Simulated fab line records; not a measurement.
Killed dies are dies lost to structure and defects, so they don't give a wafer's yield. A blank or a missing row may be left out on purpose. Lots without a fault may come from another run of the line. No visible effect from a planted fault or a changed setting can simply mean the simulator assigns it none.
fab line records -- flow nand-harc -- part 1 of 2: steps 1 to 23 of 33
[record] lots = 5, wafers = 15, last-day = 33
route steps=1302 shown A_SLIT@940 A_SIN_REMOVE@947 A_WL_FILL@952
lots with no fault: from the same line, run without faults
start-h: hours from the record's opening day to when the first of the lot's shown wafers began -- wait-h: hours from the lot's prior step to this one -- " the same as in the row above -- L1.1+2: a row that stands for several wafers -- - no value, or no start was given -- * or withheld: withheld -- < > ~ a bound
route shown NAME@n: a module of which the file shows steps, and the number in the route of the first -- usual: mean and standard deviation over wafers with no fault -- same: alike in all rows -- chamber/n: place in a boat -- sites: readings site by site -- _std_site: the values' standard deviation -- _edge_site: outer sites' mean less inner sites' -- radius-mm: for every site, how far away it sits from the centre of the wafer -- mask NAME#n: copy n -- behind: the last tool/chamber to shape the wafer -- hold: what put the lot on hold/how long, in hours/how the hold closed -- device: transistor that didn't switch, given as n, p or np -- end of line: the tests these same wafers got at the end of their route -- step lacking rows: just its recipe -- killed: at the first sort, the dies lost to defects and structure; wafer yield is something else -- map: the dies of a wafer, with x for killed, . for not killed, _ for no die there
set.NAME: the setting that was run; set.NAME@STEP: the one run at that earlier step -- model.NAME: the simulator's own value behind a step, which no gauge read
lots at some steps of the route; a table a step, a row a wafer
services: from which hour (start-h, from the record's first day; less than 0 if before it) a tool's chamber was out of use, for how many hours, and why
[[steps]]
[step NHARC_A_SLIT_ETCH_26]
[recipe] bias-v = 400, source-w = 2000, pressure-mtorr = 25, time-s = 90, ar-flow-sccm = 375, c4f8-flow-sccm = 41.7, o2-flow-sccm = 83.3, target-depth-a = 4000, chemistry = C4F8/O2/Ar
[usual] drypump-motor-current-A = 5.91/0.15, showerhead-plenum-p-Torr = 3.64/0.16, throttle-valve-pct = 27.619/0.0092
lot.wafer,tool,chamber,start-h,wait-h,drypump-motor-current-A,rf-hours-counter-h,showerhead-plenum-p-Torr,throttle-valve-pct
L074.1,har-etch-02,1,464.04,2.4,5.63,38,3.64,27.600
L074.4,har-etch-02,1,464.04,2.4,5.63,-,3.64,27.625
L074.5,har-etch-02,0,464.04,2.4,5.85,-,3.94,27.625
L076.2,har-etch-01,1,487.91,2.5,6.05,271,3.48,27.614
L076.5,har-etch-01,0,487.91,2.5,5.99,-,3.67,27.607
L076.6,har-etch-01,1,487.91,2.5,6.06,-,3.48,27.620
L080.2,har-etch-01,1,504.55,3.0,6.03,279,3.48,27.612
L080.1,har-etch-01,0,504.55,3.0,5.99,279,3.67,27.621
L080.3,har-etch-01,1,504.55,3.0,6.06,-,3.48,27.610
L088.2,har-etch-01,0,598.73,2.4,6.00,332,3.64,27.611
L088.3,har-etch-01,0,598.73,2.4,6.01,-,3.64,27.620
L088.6,har-etch-01,1,598.73,2.4,6.07,-,3.45,27.619
L096.4,har-etch-02,0,670.58,1.8,5.84,-,3.86,27.605
L096.5,har-etch-02,0,670.58,1.8,5.82,-,3.86,27.619
L096.6,har-etch-02,1,670.58,1.8,5.66,-,3.57,27.624
[step NHARC_A_SLIT_STRIP_28]
[recipe] o2-flow-sccm = 400, cos-flow-sccm = 20, ar-flow-sccm = 0, bias-w = 0, chemistry = O2/COS
lot.wafer,tool,chamber,start-h,wait-h
L074.4+1+5,rie-diel-13,"0,2,0",464.80,0.7
L076.2+6+5,rie-diel-05,"0,2,3",488.69,0.7
L080.3+1+2,rie-diel-02,"3,0,1",505.34,0.7
L088.2+3+6,rie-diel-02,"1,3,1",599.50,0.7
L096.4+5+6,rie-diel-02,"0,2,3",671.35,0.7
[step NHARC_A_SLIT_ETCH_29]
[recipe] target-depth-a = 1000, overetch-a = 100, time-s = 55, ion-energy-ev = 100, cf4-flow-sccm = 80, o2-flow-sccm = 20, ar-flow-sccm = 0, rf-w = 300, bias-w = 100, chemistry = CF4/O2
[usual] drypump-motor-current-A = 5.6/0.35, oes_f_703_au = 1.000/0.0046, oes-product-au = 1.001/0.0086, rf-vpp-V = 197.5/1.5, showerhead-plenum-p-Torr = 1.32/0.059, throttle-valve-pct = 13.397/0.0079
lot.wafer,tool,chamber,start-h,wait-h,drypump-motor-current-A,oes_f_703_au,oes-product-au,rf-hours-counter-h,rf-vpp-V,showerhead-plenum-p-Torr,throttle-valve-pct
L074.4,rie-diel-13,0,464.90,0.1,5.2,0.998,1.007,7,196.6,1.27,13.406
L074.1,rie-diel-13,1,464.90,0.1,5.4,0.997,1.002,7,195.6,1.26,13.399
L074.5,rie-diel-13,0,464.90,0.1,5.2,1.002,1.005,-,195.8,1.27,13.397
L076.2,rie-diel-05,1,488.76,0.1,5.9,1.005,1.013,5,199.4,1.37,13.382
L076.5,rie-diel-05,1,488.76,0.1,5.9,1.004,1.010,-,199.3,1.37,13.390
L076.6,rie-diel-05,2,488.76,0.1,5.9,0.991,0.999,-,196.9,1.25,13.388
L080.2,rie-diel-02,2,505.44,0.1,5.3,1.001,0.999,8,197.8,1.28,13.398
L080.1,rie-diel-02,0,505.44,0.1,5.6,0.995,1.003,8,197.4,1.36,13.402
L080.3,rie-diel-02,1,505.44,0.1,5.4,1.007,0.999,8,197.2,1.35,13.406
L088.2,rie-diel-02,3,599.59,0.1,6.2,1.005,0.997,1,200.6,1.40,13.398
L088.3,rie-diel-02,0,599.59,0.1,5.6,0.997,0.992,1,197.2,1.36,13.396
L088.6,rie-diel-02,2,599.59,0.1,5.3,1.000,1.001,-,195.6,1.28,13.404
L096.6,rie-diel-02,2,671.44,0.1,5.3,0.999,1.011,-,196.7,1.28,13.391
L096.5,rie-diel-02,3,671.44,0.1,6.2,1.004,1.004,-,198.8,1.40,13.391
L096.4,rie-diel-02,0,671.44,0.1,5.6,1.011,1.004,-,198.0,1.36,13.386
[step NHARC_A_SLIT_STRIP_18]
[recipe] o2-flow-sccm = 500, ar-flow-sccm = 0, bias-w = 0, chemistry = O2
[usual] drypump-motor-current-A = 5.6/0.34, oes-product-au = 1.002/0.0079, rf-vpp-V = 57.7/0.9, showerhead-plenum-p-Torr = 3.50/0.14, throttle-valve-pct = 17.036/0.0087
lot.wafer,tool,chamber,start-h,wait-h,drypump-motor-current-A,oes-product-au,rf-hours-counter-h,rf-vpp-V,showerhead-plenum-p-Torr,throttle-valve-pct
L074.1,rie-diel-13,1,-,-,5.4,0.999,7,57.3,3.33,17.034
L074.4,rie-diel-13,3,-,-,5.8,0.997,6,57.4,3.52,17.036
L074.5,rie-diel-13,2,-,-,5.8,0.993,-,58.9,3.56,17.026
L076.2,rie-diel-05,1,-,-,5.9,1.017,5,59.1,3.62,17.026
L076.5,rie-diel-05,3,-,-,5.1,1.007,-,57.7,3.30,17.038
L076.6,rie-diel-05,0,-,-,5.5,1.006,-,57.1,3.75,17.038
L080.1,rie-diel-02,2,-,-,5.3,0.987,8,57.2,3.39,17.036
L080.2,rie-diel-02,3,-,-,6.2,1.000,8,58.6,3.69,17.025
L080.3,rie-diel-02,0,-,-,5.6,1.007,8,59.5,3.60,17.037
L088.3,rie-diel-02,1,-,-,5.4,1.003,1,58.4,3.55,17.036
L088.2,rie-diel-02,2,-,-,5.3,1.007,1,57.7,3.39,17.025
L088.6,rie-diel-02,0,-,-,5.6,1.002,-,58.7,3.60,17.047
L096.5,rie-diel-02,3,-,-,6.2,1.002,-,58.5,3.68,17.042
L096.4,rie-diel-02,0,-,-,5.6,0.996,-,58.2,3.59,17.033
L096.6,rie-diel-02,2,-,-,5.3,1.021,-,58.0,3.38,17.043
[step NHARC_A_SLIT_PRECLEAN_19]
[recipe] time-s = *, temp-c = 50, bath-age-min = 0, chemistry = SC1
lot.wafer,tool,chamber,start-h,wait-h
L074.1+4+5,wet-bench-01,"0,1,4",465.29,-
L076.5+2+6,wet-bench-01,"3,7,0",489.60,-
L080.3+1+2,wet-bench-02,"0,2,5",505.83,-
L088.3+6+2,wet-bench-01,"0,3,4",599.99,-
L096.4+6+5,wet-bench-01,"7,0,1",671.90,-
[step NHARC_A_SLIT_SRD_20]
lot.wafer,tool,chamber,start-h,wait-h
L074.1+4+5,wet-bench-01,"0,1,4",-,-
L076.5+2+6,wet-bench-01,"3,7,0",-,-
L080.3+1+2,wet-bench-02,"0,2,5",-,-
L088.3+6+2,wet-bench-01,"0,3,4",-,-
L096.4+6+5,wet-bench-01,"7,0,1",-,-
[step NHARC_A_SLIT_CD_MEAS_21]
[usual] cd-nm = 289.5/0.71
lot.wafer,tool,chamber,start-h,wait-h,cd-nm
L074.1,cd-sem-03,-,465.42,-,289.3
L074.4,cd-sem-03,-,465.42,-,289.5
L074.5,cd-sem-03,-,465.42,-,290.1
L076.2,cd-sem-02,-,489.75,-,289.4
L076.5,cd-sem-02,-,489.75,-,289.6
L076.6,cd-sem-02,-,489.75,-,289.5
L080.1,cd-sem-01,-,505.97,-,289.3
L080.2,cd-sem-01,-,505.97,-,289.5
L080.3,cd-sem-01,-,505.97,-,289.9
L088.2,cd-sem-03,-,600.13,-,289.9
L088.3,cd-sem-03,-,600.13,-,289.8
L088.6,cd-sem-03,-,600.13,-,290.2
L096.4,cd-sem-03,-,672.03,-,289.3
L096.5,cd-sem-03,-,672.03,-,288.7
L096.6,cd-sem-03,-,672.03,-,289.7
[step NHARC_A_SIN_REMOVE_WET_00]
[recipe] temp-c = 160, time-s = 15300, chemistry = H3PO4
lot.wafer,tool,chamber,start-h,wait-h
L074.1+4+5,wet-h3po4-01,1,467.09,1.7
L076.2+5+6,wet-h3po4-02,1,491.42,1.7
L080.1+2+3,wet-h3po4-02,0,507.64,1.7
L088.2+3+6,wet-h3po4-01,0,601.80,1.7
L096.4+5+6,wet-h3po4-01,1,673.70,1.7
[step NHARC_A_SIN_REMOVE_PRECLEAN_01]
[recipe] time-s = *, temp-c = 50, bath-age-min = 0, chemistry = SC1
lot.wafer,tool,chamber,start-h,wait-h
L074.5+1+4,wet-bench-05,"2,3,5",471.84,0.0
L076.2+5+6,wet-bench-04,"1,2,3",496.18,0.0
L080.2+1+3,wet-bench-05,"7,0,2",512.45,0.0
L088.3+6+2,wet-bench-04,"2,5,6",606.70,0.0
L096.4+6+5,wet-bench-04,"7,1,2",678.39,0.0
[step NHARC_A_SIN_REMOVE_SRD_02]
lot.wafer,tool,chamber,start-h,wait-h
L074.5+1+4,wet-bench-05,"2,3,5",-,-
L076.2+5+6,wet-bench-04,"1,2,3",-,-
L080.2+1+3,wet-bench-05,"7,0,2",-,-
L088.3+6+2,wet-bench-04,"2,5,6",606.75,0.0
L096.4+6+5,wet-bench-04,"7,1,2",-,-
[step NHARC_A_SIN_REMOVE_INSPECT_04]
[usual] raw-defect-count = 393/90
lot.wafer,tool,chamber,start-h,wait-h,raw-defect-count
L074.1,defect-inspect-02,-,472.02,0.0,390
L074.4,defect-inspect-02,-,472.02,0.0,282
L074.5,defect-inspect-02,-,472.02,0.0,275
L076.2,defect-inspect-02,-,496.35,0.0,557
L076.5,defect-inspect-02,-,496.35,0.0,469
L076.6,defect-inspect-02,-,496.35,0.0,507
L080.1,defect-inspect-02,-,512.63,0.0,355
L080.2,defect-inspect-02,-,512.63,0.0,400
L080.3,defect-inspect-02,-,512.63,0.0,350
L088.2,defect-inspect-02,-,606.90,0.0,429
L088.3,defect-inspect-02,-,606.90,0.0,315
L088.6,defect-inspect-02,-,606.90,0.0,405
L096.4,defect-inspect-02,-,678.57,0.0,326
L096.5,defect-inspect-02,-,678.57,0.0,327
L096.6,defect-inspect-02,-,678.57,0.0,299
[step NHARC_A_WL_FILL_ALD_00]
[recipe] target-thk-a = 30, pulse-time-s = 3, ald-cycles = 30, temp-c = 300, material = Al2O3
[usual] heater-power-w = 469/47, precursor-pulse-height-rel = 1.000/0.019, susceptor-temp-C = 300.02/0.21
lot.wafer,tool,chamber,start-h,wait-h,heater-power-w,precursor-pulse-height-rel,since-wet-clean-h,susceptor-temp-C
L074.4,ald-hk-01,0,472.12,0.1,451,1.022,165,300.15
L074.1,ald-hk-01,1,472.12,0.1,582,1.001,165,299.65
L074.5,ald-hk-01,3,472.12,0.1,453,0.998,-,299.83
L076.2,ald-hk-01,1,496.44,0.1,558,0.966,11,300.04
L076.6,ald-hk-01,0,496.44,0.1,447,0.982,-,299.79
L076.5,ald-hk-01,1,496.44,0.1,570,0.991,-,299.99
L080.1,ald-hk-01,2,512.72,0.1,440,0.996,27,299.98
L080.3,ald-hk-01,3,512.72,0.1,449,0.988,27,299.84
L080.2,ald-hk-01,0,512.72,0.1,445,1.004,27,299.94
L088.2,ald-hk-04,3,606.97,0.1,475,0.999,163,300.08
L088.3,ald-hk-04,2,606.97,0.1,438,0.995,163,300.07
L088.6,ald-hk-04,0,606.97,0.1,521,1.003,-,300.25
L096.4,ald-hk-03,2,678.71,0.1,494,0.973,99,300.13
L096.6,ald-hk-03,3,678.71,0.1,428,0.968,-,299.90
L096.5,ald-hk-03,0,678.71,0.1,436,0.999,-,300.35
[step NHARC_A_WL_FILL_RTA_01]
[recipe] temp-c = 1000, time-s = 5
[usual] anneal-temp-c-max = 1003.4/1.5, lamp-power-pct = 28.4/1.3, lamp_zone_2_pct = 28.4/1.3, wafer_temp_C_max = 1005.9/1.2
lot.wafer,tool,chamber,start-h,wait-h,anneal-temp-c-max,lamp-power-pct,lamp_zone_2_pct,wafer_temp_C_max
L074.1,rtp-anneal-02,0,472.36,-,1003.1,29.3,29.4,1008.8
L074.4,rtp-anneal-02,0,472.36,-,1002.7,29.4,29.4,1008.0
L074.5,rtp-anneal-02,0,472.36,-,1002.3,29.4,29.4,1005.8
L076.2,rtp-anneal-02,0,496.87,-,1003.0,29.4,29.4,1008.1
L076.5,rtp-anneal-02,0,496.87,-,1002.5,29.4,29.4,1005.2
L076.6,rtp-anneal-02,0,496.87,-,1002.1,29.4,29.4,1006.7
L080.1,rtp-anneal-01,0,512.96,-,1006.9,26.7,26.7,1004.4
L080.2,rtp-anneal-01,0,512.96,-,1004.6,26.7,26.6,1004.4
L080.3,rtp-anneal-01,0,512.96,-,1005.0,26.7,26.7,1005.3
L088.2,rtp-anneal-02,0,607.27,-,1002.7,29.4,29.4,1005.9
L088.3,rtp-anneal-02,0,607.27,-,1001.7,29.4,29.4,1005.6
L088.6,rtp-anneal-02,0,607.27,-,1002.3,29.3,29.4,1006.2
L096.4,rtp-anneal-01,0,678.97,-,1003.3,26.6,26.6,1005.2
L096.5,rtp-anneal-01,0,678.97,-,1003.4,26.7,26.6,1004.5
L096.6,rtp-anneal-01,0,678.97,-,1004.1,26.6,26.7,1005.0
[step NHARC_A_WL_FILL_ALD_02]
[recipe] target-thk-a = 20, pulse-time-s = 3, ald-cycles = 100, temp-c = 450, material = TiN
[usual] heater-power-w = 1112/100, precursor-pulse-height-rel = 1.002/0.021, susceptor-temp-C = 450.01/0.26
lot.wafer,tool,chamber,start-h,wait-h,heater-power-w,precursor-pulse-height-rel,since-wet-clean-h,susceptor-temp-C
L074.4,ald-metal-04,0,472.57,0.1,1144,1.017,167,449.53
L074.1,ald-metal-04,2,472.57,0.1,1100,1.012,167,450.25
L074.5,ald-metal-04,0,472.57,0.1,1145,1.021,-,449.33
L076.2,ald-metal-04,3,497.09,0.2,1079,0.973,13,450.02
L076.6,ald-metal-04,2,497.09,0.2,1047,0.981,-,449.76
L076.5,ald-metal-04,3,497.09,0.2,1057,1.023,-,449.97
L080.3,ald-metal-01,0,513.18,0.1,1139,0.974,155,449.90
L080.1,ald-metal-01,1,513.18,0.1,1038,1.018,155,450.56
L080.2,ald-metal-01,3,513.18,0.1,1265,0.986,155,449.92
L088.2,ald-metal-04,0,607.49,0.2,1172,1.017,124,449.66
L088.3,ald-metal-04,2,607.49,0.2,1061,0.998,124,450.09
L088.6,ald-metal-04,0,607.49,0.2,1138,1.005,-,449.90
L096.6,ald-metal-02,2,679.25,0.2,1009,0.993,-,450.15
L096.5,ald-metal-02,3,679.25,0.2,1300,0.979,-,450.40
L096.4,ald-metal-02,1,679.25,0.2,1033,0.987,-,449.85
[step NHARC_A_WL_FILL_CVD_03]
[recipe] target-thk-a = 400, temp-c = 300, pressure-torr = 40, wf6-flow-sccm = 40, h2-flow-sccm = 1600, ar-flow-sccm = 1560, time-s = 279, material = W
[usual] heater-power-w = 483/17, mfc-h2-sccm = 1599/4.3, susceptor-temp-C = 300.00/0.19, throttle-valve-pct = 7.93/0.19
lot.wafer,tool,chamber,start-h,wait-h,heater-power-w,mfc-h2-sccm,since-wet-clean-h,susceptor-temp-C,throttle-valve-pct
L074.1,cvd-w-02,0,473.06,0.1,481,1597,10,299.85,7.63
L074.4,cvd-w-02,1,473.06,0.1,469,1605,-,299.87,7.78
L074.5,cvd-w-02,0,473.06,0.1,492,1604,-,299.97,7.52
L076.2,cvd-w-02,0,497.54,0.1,477,1597,35,300.04,7.74
L076.5,cvd-w-02,1,497.54,0.1,459,1591,-,299.96,8.05
L076.6,cvd-w-02,0,497.54,0.1,480,1603,-,299.91,7.79
L080.2,cvd-w-01,0,513.64,0.1,491,1599,135,299.90,7.89
L080.1,cvd-w-01,1,513.64,0.1,502,1594,135,299.76,7.95
L080.3,cvd-w-01,1,513.64,0.1,508,1598,-,299.97,7.80
L088.2,cvd-w-02,1,607.89,0.1,454,1607,145,-,7.85
L088.3,cvd-w-02,0,607.89,0.1,481,1602,-,-,7.90
L088.6,cvd-w-02,1,607.89,0.1,462,1598,-,-,8.26
L096.4,cvd-w-01,0,679.72,0.2,489,1602,-,300.04,7.72
L096.6,cvd-w-01,0,679.72,0.2,506,1598,-,300.17,8.03
L096.5,cvd-w-01,1,679.72,0.2,494,1598,-,300.04,8.13
[step NHARC_A_WL_FILL_ETCHBACK_04]
[recipe] target-depth-a = 600, time-s = 120, chemistry = NF3
[usual] drypump-motor-current-A = 5.7/0.56, oes-product-au = 1.001/0.007
lot.wafer,tool,chamber,start-h,wait-h,drypump-motor-current-A,oes-product-au,rf-hours-counter-h
L074.1,rie-metal-01,0,473.38,0.3,4.9,1.005,1.4
L074.4,rie-metal-01,1,473.38,0.3,5.4,1.011,-
L074.5,rie-metal-01,0,473.38,0.3,4.9,1.006,-
L076.2,rie-metal-02,0,497.86,0.3,6.0,0.993,0.7
L076.6,rie-metal-02,0,497.86,0.3,6.0,0.994,-
L076.5,rie-metal-02,1,497.86,0.3,6.1,1.001,-
L080.1,rie-metal-01,0,514.01,0.3,4.9,1.024,2.3
L080.2,rie-metal-01,1,514.01,0.3,5.4,1.017,2.3
L080.3,rie-metal-01,1,514.01,0.3,5.4,1.004,-
L088.2,rie-metal-01,1,608.29,0.3,5.4,0.997,0.3
L088.3,rie-metal-01,0,608.29,0.3,4.9,0.994,-
L088.6,rie-metal-01,0,608.29,0.3,4.9,0.999,-
L096.4,rie-metal-01,0,680.09,0.3,4.9,0.999,-
L096.6,rie-metal-01,1,680.09,0.3,5.4,1.007,-
L096.5,rie-metal-01,0,680.09,0.3,4.9,1.002,-
[step NHARC_A_WL_FILL_ETCHBACK_05]
[recipe] target-depth-a = 220, time-s = 60, temp-c = 40, chemistry = Cl2/BCl3
[usual] drypump-motor-current-A = 5.7/0.56, oes-product-au = 1.000/0.0063
lot.wafer,tool,chamber,start-h,wait-h,drypump-motor-current-A,oes-product-au,rf-hours-counter-h
L074.1,rie-metal-01,0,473.62,0.2,4.9,0.998,1.5
L074.4,rie-metal-01,1,473.62,0.2,5.4,1.001,-
L074.5,rie-metal-01,1,473.62,0.2,5.4,1.002,-
L076.2,rie-metal-02,1,498.12,0.2,6.1,1.010,0.8
L076.6,rie-metal-02,0,498.12,0.2,6.0,1.011,-
L076.5,rie-metal-02,1,498.12,0.2,6.1,0.998,-
L080.2,rie-metal-01,1,514.26,0.2,5.4,1.004,2.4
L080.1,rie-metal-01,0,514.26,0.2,4.8,0.996,2.4
L080.3,rie-metal-01,0,514.26,0.2,4.9,1.006,-
L088.2,rie-metal-01,1,608.51,0.2,5.4,0.992,0.4
L088.3,rie-metal-01,0,608.51,0.2,4.9,0.993,-
L088.6,rie-metal-01,0,608.51,0.2,4.9,0.983,-
L096.4,rie-metal-01,0,680.25,0.1,4.9,1.005,-
L096.5,rie-metal-01,0,680.25,0.1,4.9,0.995,-
L096.6,rie-metal-01,1,680.25,0.1,5.4,1.002,-
[step NHARC_A_WL_FILL_STRIP_27]
[recipe] power-w = 1500, temp-c = 250, time-s = 20, chemistry = N2/H2
[usual] drypump-motor-current-A = 5.4/0.3, heater-power-w = 310/21
lot.wafer,tool,chamber,start-h,wait-h,drypump-motor-current-A,heater-power-w,rf-hours-counter-h
L074.1,plasma-asher-01,1,473.76,0.1,5.7,343,27
L074.4,plasma-asher-01,1,473.76,0.1,5.7,328,-
L074.5,plasma-asher-01,0,473.76,0.1,5.4,297,-
L076.2,plasma-asher-02,1,498.24,0.1,4.9,309,11
L076.5,plasma-asher-02,1,498.24,0.1,4.9,311,-
L076.6,plasma-asher-02,0,498.24,0.1,5.6,276,-
L080.1,plasma-asher-01,1,514.41,0.1,5.7,331,36
L080.2,plasma-asher-01,0,514.41,0.1,5.4,299,36
L080.3,plasma-asher-01,1,514.41,0.1,5.7,340,-
L088.2,plasma-asher-01,0,608.64,0.1,5.4,304,16
L088.3,plasma-asher-01,1,608.64,0.1,5.7,329,-
L088.6,plasma-asher-01,1,608.64,0.1,5.7,339,-
L096.4,plasma-asher-01,1,680.43,0.2,5.7,336,-
L096.6,plasma-asher-01,0,680.43,0.2,5.4,296,-
L096.5,plasma-asher-01,1,680.43,0.2,5.8,336,-
[step NHARC_A_WL_FILL_STRIP_28]
[recipe] time-s = 1200, temp-c = 72.5, chemistry = post-etch-residue-remover
lot.wafer,tool,chamber,start-h,wait-h
L074.5+4+1,wet-bench-09,"3,4,5",473.93,0.0
L076.2+5+6,wet-bench-02,"7,2,3",498.42,0.2
L080.3+1+2,wet-bench-02,"2,3,6",514.58,0.1
L088.6+3+2,wet-bench-02,"0,1,4",608.81,0.0
L096.6+4+5,wet-bench-02,"7,0,3",680.55,0.1
[step NHARC_A_WL_FILL_PRECLEAN_06]
[recipe] time-s = 300, chemistry = DIW
lot.wafer,tool,chamber,start-h,wait-h
L074.5+4+1,wet-bench-09,"3,4,5",-,-
L076.2+5+6,wet-bench-02,"7,2,3",-,-
L080.3+1+2,wet-bench-02,"2,3,6",-,-
L088.6+3+2,wet-bench-02,"0,1,4",-,-
L096.6+4+5,wet-bench-02,"7,0,3",-,-
[step NHARC_A_WL_FILL_SRD_07]
lot.wafer,tool,chamber,start-h,wait-h
L074.5+4+1,wet-bench-09,"3,4,5",-,-
L076.2+5+6,wet-bench-02,"7,2,3",-,-
L080.3+1+2,wet-bench-02,"2,3,6",-,-
L088.6+3+2,wet-bench-02,"0,1,4",-,-
L096.6+4+5,wet-bench-02,"7,0,3",-,-
[step NHARC_A_WL_FILL_ANNEAL_08]
[recipe] temp-c = 450, time-s = 1800
[usual] spike-tc-top-C = 476.9/1.8
lot.wafer,tool,chamber,start-h,wait-h,spike-tc-top-C
L074.1,furnace-04,0,478.32,-,478.5
L074.4,furnace-04,0,478.32,-,479.0
L074.5,furnace-04,0,478.32,-,476.2
L076.2,furnace-04,0,502.63,-,477.7
L076.5,furnace-04,0,502.63,-,477.8
L076.6,furnace-04,0,502.63,-,477.2
L080.1,furnace-05,0,518.30,-,478.4
L080.2,furnace-05,0,518.30,-,478.4
L080.3,furnace-05,0,518.30,-,479.0
L088.2,furnace-01,0,612.55,-,474.6
L088.3,furnace-01,0,612.55,-,474.5
L088.6,furnace-01,0,612.55,-,474.6
L096.4,furnace-05,0,686.65,-,479.5
L096.5,furnace-05,0,686.65,-,479.8
L096.6,furnace-05,0,686.65,-,478.9
[step NHARC_A_WL_FILL_ALD_10]
[recipe] target-thk-a = 500, pulse-time-s = 10, ald-cycles = 500, temp-c = 300, material = SiO2
[usual] heater-power-w = 470/47, precursor-pulse-height-rel = 1.001/0.021, susceptor-temp-C = 300.00/0.18
lot.wafer,tool,chamber,start-h,wait-h,heater-power-w,precursor-pulse-height-rel,since-wet-clean-h,susceptor-temp-C
L074.1,ald-hk-03,0,479.83,0.1,431,0.999,80,300.33
L074.4,ald-hk-03,3,481.36,1.6,423,1.000,81,300.24
L074.5,ald-hk-03,1,482.39,2.6,520,1.026,-,299.86
L076.2,ald-hk-03,0,505.65,1.6,424,0.979,105,-
L076.6,ald-hk-03,1,505.65,1.6,512,1.008,-,-
L076.5,ald-hk-03,2,505.65,1.6,524,1.006,-,-
L080.2,ald-hk-01,3,520.43,0.7,427,0.999,36,299.82
L080.3,ald-hk-01,0,520.43,0.7,431,1.029,36,300.20
L080.1,ald-hk-01,1,520.43,0.7,576,1.006,37,300.05
L088.2,ald-hk-03,1,615.09,1.1,561,1.013,37,299.96
L088.3,ald-hk-03,3,617.18,3.2,436,1.016,39,299.98
L088.6,ald-hk-03,1,619.28,5.3,525,1.049,-,300.02
L096.4,ald-hk-04,2,688.67,0.6,434,0.993,68,-
L096.6,ald-hk-04,1,690.19,2.1,423,0.996,-,-
L096.5,ald-hk-04,2,690.19,2.1,447,1.003,-,-
